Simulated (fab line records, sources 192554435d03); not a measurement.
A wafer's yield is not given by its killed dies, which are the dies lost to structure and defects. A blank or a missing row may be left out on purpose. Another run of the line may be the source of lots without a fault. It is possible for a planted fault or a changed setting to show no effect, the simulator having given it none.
The tool behind it: which one?	flow n5_finfet	route of 1938 steps, sampled at 1 step: 11 lots, 33 wafers

== WHAT THE GAUGES SHOWED, per wafer ==
N5_BEOL_M5_OVL_MEAS_12. Usual: for M5_OVL the level is -0.2 nm and the standard deviation is 0.59.
lot	measured	on	M5_OVL (nm)	flag
L668	day 8 00:07	overlay-02	0.6 0.2 0.4	
L669	day 8 16:54	overlay-02	-0.1 0.2 -0.4	
L670	day 8 23:47	overlay-02	-0.6 -0.5 0.1	
L674	day 9 12:14	overlay-01	-0.4 -0.5 -1.6	
L677	day 10 10:17	overlay-01	0.8 0.3 -0.1	
L680	day 13 00:34	overlay-02	0.0 0.1 0.3	
L681	day 13 14:50	overlay-02	-1.0 -0.3 -0.5	
L679	day 13 15:17	overlay-02	-1.5 0.3 -0.6	
L686	day 13 20:37	overlay-02	-0.5 0.1 0.5	
L689	day 14 04:09	overlay-01	-0.2 -0.6 -1.1	
L690	day 14 23:20	overlay-01	0.1 -0.3 -0.1	

== TOOL THAT RAN EACH LOT (tool first, then ch and the chambers of the sampled wafers, then the start) ==
Before these readings, the record contains no process step.

== AS READ BY THE TOOLS THEMSELVES (means over the sampled wafers that have a number; for cases with no such wafer, the mark the record gives instead) ==
The record holds no such reading with a usual standard deviation.

== THE ANSWER, worked out from the rows above alone ==
Rule: a lot counts as off when the mean over its wafers that have a number is more than 3 standard deviations away from the usual mean. A lot without any number at a reading at which 4 lots or more have one is off too. Where the step has rows for the other lots, those lots are counted as sound. Order of review: gauges by route order, followed by the tools' own readings, for which a lot's mean as printed above is used. The first step at which some lot is off is used, and at that step the reading that is off furthest; a lot without a number counts as furthest.
Nothing can be told from this: no lot is off at any reading shown.

== WHAT THE SIMULATOR HAD PUT IN ==
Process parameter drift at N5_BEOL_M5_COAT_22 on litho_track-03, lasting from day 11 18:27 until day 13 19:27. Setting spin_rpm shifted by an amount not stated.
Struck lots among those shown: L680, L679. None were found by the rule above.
